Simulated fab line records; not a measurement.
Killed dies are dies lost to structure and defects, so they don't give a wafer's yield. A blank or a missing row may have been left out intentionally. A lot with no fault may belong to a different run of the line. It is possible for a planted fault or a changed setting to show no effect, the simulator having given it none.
Which tool was responsible? + flow nand harc + 6 lots with 18 wafers sampled at 3 steps, on a route of 1302 steps

== WHAT THE GAUGES READ, wafer by wafer ==
NHARC_A_CONTACT_CD_MEAS_42 targets a cd of 300 nm.
| lot  | measured     | on        | cd nm (nm)        |
|------|--------------|-----------|-------------------|
| L296 | day 22 23:56 | cd sem-03 | 300.1 300.2 299.7 |
| L299 | day 24 03:37 | cd sem-03 | 299.9 299.9 300.0 |
| L301 | day 25 03:33 | cd sem-02 | 299.6 298.8 298.9 |
| L304 | day 26 23:40 | cd sem-02 | 299.5 299.2 298.9 |
| L307 | day 28 01:49 | cd sem-01 | 299.0 298.8 299.9 |
| L315 | day 30 21:23 | cd sem-01 | 314.0 315.0 315.0 |

== EACH LOT AND THE TOOL THAT RAN IT (in order: tool; ch and the chambers of the sampled wafers; start) ==
| lot  | NHARC_A_WL_FILL_ALD_19              | NHARC_A_CONTACT_EXPOSE_39          |
|------|-------------------------------------|------------------------------------|
| L296 | ald metal-01 ch 0,2, day 22 17:25   | arfi scanner-03 ch 0, day 22 23:47 |
| L299 | ald metal-02 ch 0,1,3, day 23 21:17 | arfi scanner-01 ch 0, day 24 03:28 |
| L301 | ald metal-01 ch 0,1,3, day 24 19:38 | arfi scanner-03 ch 0, day 25 03:25 |
| L304 | ald metal-03 ch 0,1, day 26 11:42   | arfi scanner-02 ch 0, day 26 23:32 |
| L307 | ald metal-03 ch 0,2,3, day 27 19:20 | arfi scanner-01 ch 0, day 28 01:41 |
| L315 | ald metal-03 ch 0,1,2, day 30 14:53 | arfi scanner-03 ch 0, day 30 21:14 |
- NHARC_A_WL_FILL_ALD_19: deposits TiN, target thk 2 nm, pulse time 3 s, ald cycles 100.
- NHARC_A_CONTACT_EXPOSE_39: exposes mask A CC 3.

== THE ANSWER, worked out from the rows above alone ==
Rule: the lots themselves supply what counts as usual. Put in order of their means at a reading, lots are off if they are a third of the lots or fewer, leave a main group of 4 or more, and stand apart from it by a gap of 3 or more times the standard deviation of the main group's means; of several such gaps the widest counts. Not used: any main group whose means are identical at the precision the tables above print for the reading. Also off: a lot with no number at a reading for which 4 or more lots have one. Any other lot the step has rows for is counted as sound.
Off, at NHARC_A_CONTACT_CD_MEAS_42 on cd nm: L315. The main group has a mean of 299.5 nm with a standard deviation of 0.39.
If a tool, at a process step before that reading, ran all the lots that are off and no sound lot after the first of them, it fits. Those tools and the gauges at NHARC_A_CONTACT_CD_MEAS_42 are tried in the same way. Can't be told from this: 3 tools fit, ald metal-03 at NHARC_A_WL_FILL_ALD_19, arfi scanner-03 at NHARC_A_CONTACT_EXPOSE_39, cd sem-01 at NHARC_A_CONTACT_CD_MEAS_42.

== WHAT HAD BEEN PUT IN BY THE SIMULATOR ==
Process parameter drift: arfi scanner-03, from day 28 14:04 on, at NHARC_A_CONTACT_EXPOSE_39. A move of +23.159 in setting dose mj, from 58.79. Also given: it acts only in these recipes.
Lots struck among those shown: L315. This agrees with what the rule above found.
